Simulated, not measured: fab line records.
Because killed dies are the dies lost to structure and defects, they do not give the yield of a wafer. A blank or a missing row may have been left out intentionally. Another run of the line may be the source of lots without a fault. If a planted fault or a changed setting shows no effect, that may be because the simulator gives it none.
Comparing a struck lot with a sound one | flow nand-harc | 15 steps out of a route of 1159
Sound: wafers L453.3, L453.4, L453.6. Struck: wafer L456.4 (left out: L456.2, L456.5 of the same lot, which were not struck); the cause appears at the end.
For every step that has rows: the tool of each side, followed by ch and its chambers, followed by its first start. Under that, the readings that differ: sound wafers | struck wafers | difference of the means | sigmas: that difference in standard deviations of wafers without a fault.
alike: a reading whose means differ by less than 2 such deviations, as well as words and numbers matching on both sides. not compared: withheld readings; readings where some wafer has no value; bounds like >300 that might hide an equal value; numbers whose values overlap and for which the record gives no deviation.
The two part at a step that has a row with sigmas, a row that says differs or no value, or rows on one side only. When numbers do not overlap yet have no deviation, they are printed without sigmas and do not part them. Lack of a reading on every wafer of one side parts them only where that side has two or more wafers.

first, 8 steps without rows for these wafers: NHARC_A_M1_HMDS_02 (time 30 s); NHARC_A_M1_COAT_34 (time 65 s); NHARC_A_M1_COAT_03 (resist thk 90 nm); NHARC_A_M1_SOFTBAKE_04 (time 55 s); NHARC_A_M1_EBR_05; NHARC_A_M1_EXPOSE_06 (exposes mask A M1, target cd 120 nm); NHARC_A_M1_PEB_07 (peb time 65 s); NHARC_A_M1_DEVELOP_08 (develop time 35 s).
NHARC_A_M1_CD_MEAS_09: the cd target is 120 nm.
  sound on cd-sem-02 ch 0, day 17 20:47; struck on cd-sem-03 ch 0, day 18 08:31
  alike: cd-nm
NHARC_A_M1_OVL_MEAS_10: pitch 240 nm.
  struck on overlay-01, day 18 08:36; sound on overlay-02, day 17 20:52
  alike: overlay-x-nm, overlay-y-nm
NHARC_A_M1_INSPECT_11:
  struck on defect-inspect-02, day 18 08:38; sound on defect-inspect-01, day 17 20:54
  alike: raw-defect-count
NHARC_A_M1_DESCUM_14: chemistry O2, time 3 s.
  sound on rie-diel-05 ch 0,3, day 17 20:58; struck on rie-diel-05 ch 1, day 18 08:42
  alike: drypump-motor-current-A, oes-product-au, rf-vpp-V, showerhead-plenum-p-Torr, throttle-valve-pct
  not compared: rf-hours-counter-h
NHARC_A_M1_ETCH_35: etches the open film in N2/H2, target depth 40 nm, overetch 12 nm, time 43.94 s.
  sound on rie-diel-05 ch 2,3, day 17 21:02; struck on rie-diel-05 ch 3, day 18 08:48
  reading          | sound          | struck | difference | sigmas
  run-length-s (s) | 65.6 65.1 64.9 | 55.1   | -10.1      | -26
  alike: drypump-motor-current-A, oes-product-au, rf-vpp-V, showerhead-plenum-p-Torr, throttle-valve-pct
  not compared: bias-w, rf-hours-counter-h
NHARC_A_M1_ETCH_15: etches the open film in C4F8/Ar, target depth 182.5 nm, time 91.2 s.
  sound on rie-diel-05 ch 0,2,3; struck on rie-diel-05 ch 0
  alike: bias-w, oes-product-au, rf-vpp-V, run-length-s
  not compared: rf-hours-counter-h
NHARC_END_SORT_01:
  the record has rows for the sound wafers here (prober-02 ch 0, day 19 13:56) and none for the struck ones

WHERE THEY PART
Earliest at NHARC_A_M1_ETCH_35; latest, in this record, at NHARC_END_SORT_01.

WHY: whatever the simulator had introduced
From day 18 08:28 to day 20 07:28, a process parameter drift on rie-diel-05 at NHARC_A_M1_ETCH_35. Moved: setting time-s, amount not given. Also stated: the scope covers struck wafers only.
